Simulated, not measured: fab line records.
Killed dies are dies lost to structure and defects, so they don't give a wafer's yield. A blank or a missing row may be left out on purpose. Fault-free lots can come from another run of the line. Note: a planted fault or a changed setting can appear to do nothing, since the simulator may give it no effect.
One fault through the eyes of 3 desks -- flow n5-finfet -- each desk holds nothing but its own numbers, with what lay behind them at the end

== THE METROLOGY DESK ==
Lot by lot, what the gauges showed, no matter which tool ran the lot: averages of those sampled wafers that carry a number. The brackets show how far a lot's mean lies from the usual mean; more than 4 standard deviations puts the lot out of limits, marked OUT.
Columns: A = cd-nm at N5_BEOL_M5_CD_MEAS_18, usual 28.1 nm; B = cd-nm at N5_BEOL_M5_CD_MEAS_28, usual 30.60 nm; C = V4_OVL at N5_BEOL_M5_OVL_MEAS_29, usual 0.1 nm
lot,first seen here,A,B,C
L749,day 8 14:50,28.1,30.57,-0.9
L750,day 9 00:58,28.3,30.44,-0.1
L758,day 10 20:13,27.9,30.58,0.8
L759,day 11 08:01,28.2,30.80,-0.1
L765,day 12 10:34,27.9,30.69,-0.2
L767,day 13 01:33,27.9,30.09,0.3
Finding of this desk: none of the 6 lots has anything out of limits.

== THE DEFECT DESK ==
Inspection counts along the route, by lot: the mean over sampled wafers that carry a number. The brackets show how far a lot's mean lies from the usual mean; more than 4 standard deviations puts the lot out of limits, marked OUT.
Columns: A = raw-defect-count at N5_BEOL_M5_INSPECT_13, usual 415; B = raw-defect-count at N5_BEOL_M5_INSPECT_30, usual 411
lot,first seen here,A,B
L749,day 8 14:22,364,368
L750,day 9 00:22,321,334
L758,day 10 19:45,347,332
L759,day 11 06:50,369,365
L765,day 12 10:07,408,405
L767,day 13 00:55,377,361
Finding of this desk: none of the 6 lots has anything out of limits.

== AT THE TOOL OWNER'S DESK: litho-track-02 ==
The tool's own readings at N5_BEOL_M5_COAT_66 (time 60 s, resist thk 12 nm): means of the sampled wafers that have a number, for each lot that ran on this tool. The brackets show how far a lot's mean lies from the usual mean; more than 4 standard deviations puts the lot out of limits, marked OUT.
Columns: A = spin-speed-rpm at N5_BEOL_M5_COAT_66, usual 1500.1 rpm
lot,first seen here,A
L749,day 8 15:30,1500.0
L758,day 10 23:02,1443.5 (-66) OUT
L759,day 11 08:16,1443.1 (-66) OUT
This desk's finding: out of limits on L758, L759; first on L758, day 10 23:02 (spin-speed-rpm at N5_BEOL_M5_COAT_66). Within limits: L749.

== BROUGHT TOGETHER ==
At day 10 23:02, on L758, L759, the tool owner's desk was in a position to raise an alarm.
From the metrology desk's view, nothing was out of limits.
Nothing out of limits was seen by the defect desk.
The metrology desk has L758, L759 on record, within its limits.
The defect desk has L758, L759 on record, within its limits.
N5_BEOL_M5_COAT_66 was run on litho-track-02 by each of the lots named.

== WHAT THE SIMULATOR HAD INSERTED ==
Drift in process parameters on litho-track-02 at N5_BEOL_M5_COAT_66, starting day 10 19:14. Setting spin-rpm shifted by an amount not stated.
Shown lots that were struck: L758, L759.
Hours from the fault's start to each desk's first reading out of limits: the tool owner's desk, 4.
